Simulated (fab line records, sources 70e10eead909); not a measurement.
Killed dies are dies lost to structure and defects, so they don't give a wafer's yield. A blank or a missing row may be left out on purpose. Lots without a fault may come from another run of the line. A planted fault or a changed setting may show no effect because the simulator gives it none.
A struck lot beside a sound one | flow nand_harc | 18 steps out of a route of 1302
Sound: wafers L712.2, L712.3, L712.6. Struck: wafers L720.1, L720.2, L720.6. The cause comes at the end.
At each step with rows: each side's tool, then ch and its chambers, then its first start. Under that, the readings that differ: sound wafers | struck wafers | difference of the means | sigmas: that difference in standard deviations of wafers without a fault.
alike: readings whose means differ by less than 2 such deviations, and words and numbers that are the same on both sides. not compared: withheld readings, readings that some wafer has no value for, bounds like >300 that may hide the same value, and numbers for which the record gives no deviation and whose values overlap.
The two part at a step that has a row with sigmas, a row that says differs or no value, or rows on one side only. Numbers that don't overlap but have no deviation are shown without sigmas and don't part them. A reading that every wafer of one side lacks parts them only if that side has two wafers or more.

NHARC_A_WL_FILL_INSPECT_15:
  sound on defect_inspect-01, day 22 01:22; struck on defect_inspect-02, day 25 04:09
  alike: raw_defect_count
NHARC_A_CONTACT_DEP_24: deposits SiO2, target thk 500 nm.
  sound on pecvd-02 ch 0,1, day 22 01:46; struck on pecvd-04 ch 0,2, day 25 04:13
  alike: heater_power_w, throttle_valve_pct
NHARC_A_CONTACT_DEP_28: deposits aC, target thk 7000 nm.
  sound on acl_dep-03 ch 0, day 22 06:24; struck on acl_dep-02 ch 0, day 25 04:50
  alike: throttle_valve_pct
NHARC_A_CONTACT_DEP_29: deposits SiON, target thk 100 nm.
  sound on pecvd-04 ch 0,1,2, day 22 10:01; struck on pecvd-02 ch 0,1,2, day 25 09:06
  alike: heater_power_w
then, 7 steps without rows for these wafers: NHARC_A_CONTACT_DEHYDRATE_32 (time 120 s); NHARC_A_CONTACT_HMDS_33 (time 30 s); NHARC_A_CONTACT_COAT_34 (time 75 s); NHARC_A_CONTACT_COAT_35 (time 65 s); NHARC_A_CONTACT_COAT_36 (resist thk 90 nm); NHARC_A_CONTACT_SOFTBAKE_37 (time 55 s); NHARC_A_CONTACT_EBR_38.
NHARC_A_CONTACT_EXPOSE_39: exposes mask A CC 3.
  sound on arfi_scanner-02 ch 0, day 22 10:27; struck on arfi_scanner-02 ch 0, day 25 09:43
  reading                           | sound                | struck            | difference | sigmas
  model.A_CONTACT.overlay_x_nm (nm) | 0.6234 0.6234 0.6234 | 7.994 7.994 7.994 | +7.371     |
  alike: mask, exposure_dose_mJ_cm2
then, 2 steps without rows for these wafers: NHARC_A_CONTACT_PEB_40 (peb time 65 s); NHARC_A_CONTACT_DEVELOP_41 (develop time 35 s).
NHARC_A_CONTACT_CD_MEAS_42: target cd 300 nm.
  sound on cd_sem-01 ch 0, day 22 10:35; struck on cd_sem-03 ch 0, day 25 09:51
  alike: cd_nm
NHARC_A_CONTACT_OVL_MEAS_43:
  sound on overlay-02, day 22 10:41; struck on overlay-02, day 25 09:56
  reading           | sound       | struck      | difference | sigmas
  overlay_x_nm (nm) | 0.6 0.6 0.8 | 7.6 7.9 7.9 | +7.1       | +9
  alike: overlay_y_nm
NHARC_A_CONTACT_INSPECT_44:
  sound on defect_inspect-01, day 22 10:43; struck on defect_inspect-02, day 25 09:59
  alike: raw_defect_count
-- the record jumps here: 3 days lie between the struck wafers' starts before and after (it left off in module A_CONTACT and takes up again in module END, whose first step shown is number 1302 of the route) --
NHARC_END_SORT_01:
  sound on prober-01 ch 0, day 26 09:33; struck on prober-02 ch 0, day 28 14:32
  reading     | sound    | struck   | difference | sigmas
  killed_dies | 63 67 53 | 31 21 36 | -32        | -2
  alike: killed_at_array, killed_at_other, killed_at_periphery, killed_open, killed_short

WHERE THEY PART
First at NHARC_A_CONTACT_OVL_MEAS_43; last, within this record, at NHARC_END_SORT_01.

WHY: what the simulator had put in
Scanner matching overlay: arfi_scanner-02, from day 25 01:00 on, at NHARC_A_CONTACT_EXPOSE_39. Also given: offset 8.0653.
